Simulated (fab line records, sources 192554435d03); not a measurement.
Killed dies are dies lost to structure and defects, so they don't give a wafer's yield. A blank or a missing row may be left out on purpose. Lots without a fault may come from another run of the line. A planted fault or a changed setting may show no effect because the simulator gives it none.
A struck lot beside a sound one | flow n5_finfet | 38 steps out of a route of 1938
Sound: wafers L959.3, L959.4, L959.5. Struck: wafer L962.5. (L962.2, L962.6 of the same lot were not struck and are left out.) The cause comes at the end.
At each step with rows: each side's tool, then ch and its chambers, then its first start. Under that, the readings that differ: sound wafers | struck wafers | difference of the means | sigmas: that difference in standard deviations of wafers without a fault.
alike: readings whose means differ by less than 2 such deviations, and words and numbers that are the same on both sides. not compared: withheld readings, readings that some wafer has no value for, bounds like >300 that may hide the same value, and numbers for which the record gives no deviation and whose values overlap.
The two part at a step that has a row with sigmas, a row that says differs or no value, or rows on one side only. Numbers that don't overlap but have no deviation are shown without sigmas and don't part them. A reading that every wafer of one side lacks parts them only if that side has two wafers or more.

first, 9 steps without rows for these wafers: N5_BEOL_M4_ANNEAL_95 (time 240 s); N5_BEOL_M4_SPUTTER_96 (material Cu, target thk 4.5 nm, time 8.29 s); N5_BEOL_M4_ECD_50 (material Cu, target thk 300 nm); N5_BEOL_M4_ANNEAL_51 (time 90 s); N5_BEOL_M4_CMP_52 (polishes, stops on SiOC, t overpolish 6.8 s, target thk 40 nm); N5_BEOL_M4_PRE_CLEAN_60 (time 15 s); N5_BEOL_M4_CO_CAP_55 (material Co, precursor CCTBA/H2, target thk 2 nm, time 102.1 s); N5_BEOL_M4_PRE_CLEAN_56 (time 15 s); N5_BEOL_M4_DEP_57 (deposits SiCN from 3MS/NH3, target thk 8 nm, time 14 s).
N5_BEOL_M4_RC_MEAS_101:
  sound on prober-01 ch 0, day 10 01:02; struck on prober-01 ch 0, day 11 01:21
  reading        | sound                | struck | difference | sigmas
  DIBL_N (mV/V)  | 39.7 38.3 38.1       | 35.0   | -3.7       | -2
  IOFF_P (nA/um) | 0.271 0.232 0.235    | 0.177  | -0.069     | -2
  VT_P (mV)      | -248.5 -246.0 -247.4 | -254.0 | -6.7       | -2
  alike: DIBL_P, IOFF_N, ION_N, ION_P, SS_N, SS_P, VT_N
then, 24 steps without rows for these wafers: N5_BEOL_M5_ILD_DEP_00 (deposits SiCOH lowk from DEMS/porogen, target thk 140.64 nm, time 25.9 s); N5_BEOL_M5_CURE_79 (cures SiCOH lowk, time 240 s); N5_BEOL_M5_PECVD_70 (deposits SiO2 from TEOS/O2, target thk 16 nm, time 18 s); N5_BEOL_M5_HM_DEP_02 (deposits TiN, target thk 20 nm); N5_BEOL_M5_COAT_59 (time 60 s, resist thk 60 nm); N5_BEOL_M5_COAT_60 (time 60 s, resist thk 12 nm); N5_BEOL_M5_COAT_71 (time 60 s, resist thk 5 nm); N5_BEOL_M5_COAT_05 (resist thk 30 nm); N5_BEOL_M5_EBR_07; N5_BEOL_M5_SOFTBAKE_06 (time 60 s); N5_BEOL_M5_EXPOSE_08 (exposes mask M5, target cd 28 nm); N5_BEOL_M5_PEB_09 (peb time 60 s); N5_BEOL_M5_DEVELOP_10 (develop time 30 s); N5_BEOL_M5_DESCUM_16 (chemistry O2, time 7 s); N5_BEOL_M5_ETCH_72 (etches underlayer in N2/H2, target depth 6.5 nm, time 5.2 s); N5_BEOL_M5_ETCH_61 (etches SiARC in CF4, target depth 15.6 nm, time 26 s); N5_BEOL_M5_ETCH_62 (etches SOC in N2/H2, target depth 75 nm, overetch 15 nm, time 112.5 s); N5_BEOL_M5_STRIP_63 (strips in N2/H2); N5_BEOL_M5_STRIP_73 (strips in N2/H2); N5_BEOL_M5_STRIP_64 (strips in CF4); N5_BEOL_M5_HM_OPEN_17 (chemistry Cl2/BCl3, target TiN, target depth 20 nm, overetch 6 nm); N5_BEOL_M5_STRIP_19 (strips in O2); N5_BEOL_M5_COAT_65 (time 60 s, resist thk 60 nm); N5_BEOL_M5_COAT_66 (time 60 s, resist thk 12 nm).
N5_BEOL_M7_CMP_52: polishes, stops on SiCOH lowk, t overpolish 6.9 s, target thk 80 nm.
  sound on cmp-01 ch 1,2,3, day 11 01:40; struck on cmp-01 ch 1, day 12 05:11
  reading                      | sound             | struck | difference | sigmas
  barrier_field_endpoint_s (s) | 27.6 29.1 28.8    | 46.9   | +18.4      | +29
  overpolish_run_s (s)         | 6.901 6.904 6.903 | 0.049  | -6.854     | -99 or more
  time_to_endpoint_s (s)       | 60.8 60.9 61.0    | 81.7   | +20.8      | +9
  alike: motor_current_A, slurry_flow_ml_min
N5_BEOL_M7_THK_MEAS_53: measures by xrf.
  sound on film_metro-02, day 11 01:53; struck on film_metro-01, day 12 05:22
  reading     | sound          | struck | difference | sigmas
  M7_THK (nm) | 81.5 78.2 80.2 | 182.1  | +102.1     | +54
N5_BEOL_M7_INSPECT_58: inspects for defects (darkfield).
  sound on defect_inspect-02, day 11 02:02; struck on defect_inspect-01, day 12 05:31
  reading          | sound    | struck | difference | sigmas
  raw_defect_count | 95 50 97 | 1222   | +1141      | +44
-- the record jumps here: 3 days lie between the struck wafers' starts before and after (it left off in module BEOL_M7 and takes up again in module PASSIVATION, whose first step shown is number 1936 of the route) --
N5_PASSIVATION_PROBE_49:
  sound on prober-02, day 14 06:01; struck on prober-02, day 15 12:07
  reading                  | sound          | struck | difference | sigmas
  defect_limited_yield (%) | 89.6 91.4 91.5 | 0      | -91        | -65
  killed_at_M4_up          | 25 12 21       | 1112   | +1093      | +99 or more
  killed_dies              | 123 101 100    | 1180   | +1072      | +67
  killed_on_rim            | 20 8 14        | 152    | +138       | +36
  sort_n_pass              | 1057 1079 1080 | 0      | -1072      | -67
  sort_yield_pct (%)       | 89.6 91.4 91.5 | 0      | -91        | -65
  alike: killed_at_M0_to_M3, killed_at_contacts, killed_at_front_end, killed_at_other, killed_open, killed_short, sort_bin_5_function, sort_bin_6_memory

WHERE THEY PART
First at N5_BEOL_M4_RC_MEAS_101; last, within this record, at N5_PASSIVATION_PROBE_49.

WHY: what the simulator had put in
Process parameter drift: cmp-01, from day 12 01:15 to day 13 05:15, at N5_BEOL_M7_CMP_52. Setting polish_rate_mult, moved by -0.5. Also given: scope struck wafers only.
